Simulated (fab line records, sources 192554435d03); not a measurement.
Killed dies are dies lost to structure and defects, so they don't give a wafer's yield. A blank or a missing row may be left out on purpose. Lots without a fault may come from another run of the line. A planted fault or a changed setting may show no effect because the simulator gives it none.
Chamber matching | flow n5_finfet | N5_BEOL_M3_STRIP_19 on rie_diel-02: 4 sister chambers
The step strips in O2. 18 wafers are shown with their chamber, then 9 later ones without.

WAFERS WITH THEIR CHAMBER
wafer  | chamber | showerhead_plenum_p_Torr (Torr) | drypump_motor_current_A (A) | throttle_valve_pct (%)
L074.3 | 2       | 2.06                            | 5.8                         | 16.56
L074.4 | 0       | 1.93                            | 5.0                         | 16.78
L074.5 | 2       | 2.06                            | 5.8                         | 16.54
L078.2 | 3       | 2.10                            | 5.5                         | 16.76
L078.3 | 1       | 2.06                            | 5.2                         | 16.30
L078.6 | 1       | 2.06                            | 5.2                         | 16.28
L081.2 | 3       | 2.10                            | 5.4                         | 16.78
L081.5 | 0       | 1.93                            | 5.0                         | 16.78
L081.6 | 1       | 2.06                            | 5.2                         | 16.29
L083.4 | 2       | 2.05                            | 5.8                         | 16.56
L083.5 | 3       | 2.10                            | 5.4                         | 16.79
L083.6 | 0       | 1.93                            | 5.0                         | 16.83
L086.1 | 3       | 2.10                            | 5.4                         | 16.79
L086.4 | 1       | 2.05                            | 5.2                         | 16.32
L086.6 | 3       | 2.10                            | 5.4                         | 16.80
L087.1 | 0       | 1.93                            | 5.0                         | 16.83
L087.2 | 1       | 2.05                            | 5.2                         | 16.30
L087.3 | 3       | 2.10                            | 5.5                         | 16.80

SIGNATURES (means of the wafers above)
reading                  | chamber 0 | chamber 1 | chamber 2 | chamber 3 | scatter within a chamber
showerhead_plenum_p_Torr | 1.9300    | 2.0560    | 2.0567    | 2.1000    | 0.00365
drypump_motor_current_A  | 5.000     | 5.200     | 5.800     | 5.433     | 0.0309
throttle_valve_pct       | 16.8050   | 16.2980   | 16.5533   | 16.7867   | 0.0185
Rule: a wafer's distance from a chamber is the root of the sum, over the readings, of the square of ((its reading less the chamber's mean) divided by the reading's scatter). The wafer belongs to the nearest chamber; if the next one is less than 2 further off, it can't be placed. The scatter: the root of (the sum of the squares of (reading less its chamber's mean) over the shown wafers, divided by (wafers less chambers)).

WAFERS WITHOUT THEIR CHAMBER
wafer  | showerhead_plenum_p_Torr (Torr) | drypump_motor_current_A (A) | throttle_valve_pct (%)
L093.1 | 2.09                            | 5.5                         | 16.79
L093.4 | 2.05                            | 5.2                         | 16.32
L093.6 | 2.05                            | 5.7                         | 16.59
L092.1 | 2.10                            | 5.4                         | 16.80
L092.4 | 2.05                            | 5.2                         | 16.31
L092.5 | 1.93                            | 5.0                         | 16.84
L095.2 | 1.92                            | 5.0                         | 16.86
L095.4 | 2.05                            | 5.2                         | 16.35
L095.5 | 2.04                            | 5.2                         | 16.38

WHICH CHAMBER EACH WENT THROUGH
wafer  | from the rows above | in truth
L093.1 | 3                   | 3
L093.4 | 1                   | 1
L093.6 | 2                   | 2
L092.1 | 3                   | 3
L092.4 | 1                   | 1
L092.5 | 0                   | 0
L095.2 | 0                   | 0
L095.4 | 1                   | 1
L095.5 | 1                   | 1
Placed correctly: 9 of 9. Can't be placed from these rows: 0. Placed wrongly: 0.
